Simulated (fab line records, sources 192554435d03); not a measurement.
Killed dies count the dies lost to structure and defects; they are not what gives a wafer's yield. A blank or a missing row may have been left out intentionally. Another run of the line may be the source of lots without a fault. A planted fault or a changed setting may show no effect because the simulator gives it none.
What tool caused it? || flow n5Finfet || 36 wafers sampled from 12 lots at 1 step of a route of 1938

== WHAT EACH GAUGE READ, for each wafer ==
N5_BEOL_M2_OVL_MEAS_29.
{"lot": "L075", "measured": "day 6 13:35", "on": "overlay-01", "V1_OVL (nm)": "1.0 1.2 0.3"}
{"lot": "L077", "measured": "day 7 16:40", "on": "overlay-01", "V1_OVL (nm)": "0.7 0.4 -0.3"}
{"lot": "L079", "measured": "day 8 08:49", "on": "overlay-01", "V1_OVL (nm)": "-0.3 1.4 1.3"}
{"lot": "L081", "measured": "day 8 17:59", "on": "overlay-01", "V1_OVL (nm)": "0.6 0.1 0.3"}
{"lot": "L082", "measured": "day 8 20:02", "on": "overlay-01", "V1_OVL (nm)": "0.2 1.1 0.5"}
{"lot": "L085", "measured": "day 9 16:04", "on": "overlay-01", "V1_OVL (nm)": "-0.1 0.2 0.2"}
{"lot": "L088", "measured": "day 9 23:19", "on": "overlay-01", "V1_OVL (nm)": "0.0 0.8 1.3"}
{"lot": "L089", "measured": "day 10 08:25", "on": "overlay-01", "V1_OVL (nm)": "-0.2 0.2 -0.3"}
{"lot": "L091", "measured": "day 11 00:47", "on": "overlay-01", "V1_OVL (nm)": "0.7 0.9 0.2"}
{"lot": "L093", "measured": "day 11 16:25", "on": "overlay-01", "V1_OVL (nm)": "-0.8 0.7 -0.3"}
{"lot": "L097", "measured": "day 12 09:09", "on": "overlay-01", "V1_OVL (nm)": "-0.2 0.6 -0.1"}
{"lot": "L096", "measured": "day 12 10:54", "on": "overlay-01", "V1_OVL (nm)": "0.0 1.2 -0.3"}

== EACH LOT AND THE TOOL THAT RAN IT (in order: tool; ch and the chambers of the sampled wafers; start) ==
Record: no process step prior to these readings.

== THE ANSWER, worked out from the rows above alone ==
Rule: what is usual is taken from the lots themselves. Put in order of their means at a reading, lots are off if they are a third of the lots or fewer, leave a main group of 4 or more, and stand apart from it by a gap of 3 or more times the standard deviation of the main group's means; of several such gaps the widest counts. If all means in a main group match to the digits the tables above print for the reading, that group is not used. A lot without any number at a reading at which 4 lots or more have one is off too. Where the step has rows for the other lots, those lots are counted as sound.
Across all readings shown, no lot is off: no conclusion can be drawn from this.

== WHAT THE SIMULATOR HAD INSERTED ==
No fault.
